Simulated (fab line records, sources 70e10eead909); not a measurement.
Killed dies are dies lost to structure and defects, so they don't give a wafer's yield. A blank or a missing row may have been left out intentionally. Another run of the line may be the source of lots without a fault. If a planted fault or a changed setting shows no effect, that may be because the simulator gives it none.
Chamber matching :: flow nand-harc :: NHARC_A_CHANNEL_FILL_D1_ALD_14 on ald-hk-01: 4 sister chambers
The step deposits SiO2, target thk 2.5 nm, pulse time 10 s, ald cycles 25. 4 wafers are shown with their chamber, then 8 later ones without.

WAFERS PAIRED WITH THEIR CHAMBERS
wafer: L326.4
chamber: 2
heater-power-w (W): 435

wafer: L328.3
chamber: 1
heater-power-w (W): 481

wafer: L328.5
chamber: 3
heater-power-w (W): 452

wafer: L332.1
chamber: 0
heater-power-w (W): 529

WAFERS WHOSE CHAMBER IS MISSING
wafer: L332.3
heater-power-w (W): 442

wafer: L332.4
heater-power-w (W): 446

wafer: L331.2
heater-power-w (W): 458

wafer: L331.4
heater-power-w (W): 424

wafer: L331.5
heater-power-w (W): 520

wafer: L333.3
heater-power-w (W): 489

wafer: L333.4
heater-power-w (W): 449

wafer: L333.6
heater-power-w (W): 460

WHICH CHAMBER EACH ONE RAN IN
wafer: L332.3
from the rows above: can't be placed: 2 or 3
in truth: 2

wafer: L332.4
from the rows above: can't be placed: 3 or 2
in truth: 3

wafer: L331.2
from the rows above: 3
in truth: 3

wafer: L331.4
from the rows above: 2
in truth: 2

wafer: L331.5
from the rows above: 0
in truth: 0

wafer: L333.3
from the rows above: 1
in truth: 1

wafer: L333.4
from the rows above: can't be placed: 3 or 2
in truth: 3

wafer: L333.6
from the rows above: can't be placed: 3 or 1
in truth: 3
Placed correctly: 4 of 8. Not placeable from these rows: 4 (in 4, the candidates include the true chamber). Wrongly placed: 0.
How it was worked out, from the rows above alone: a wafer's distance from a chamber is the root of the sum, over the readings, of the square of ((its reading less the chamber's mean) divided by the reading's scatter). If the next closest chamber is less than 2 further off than the closest, the wafer can't be placed; otherwise it belongs to the closest. The mean given for a chamber averages the wafers shown for that chamber. The scatter: root of mean squared gap, hidden wafer to nearest shown wafer, with one shown wafer a chamber.
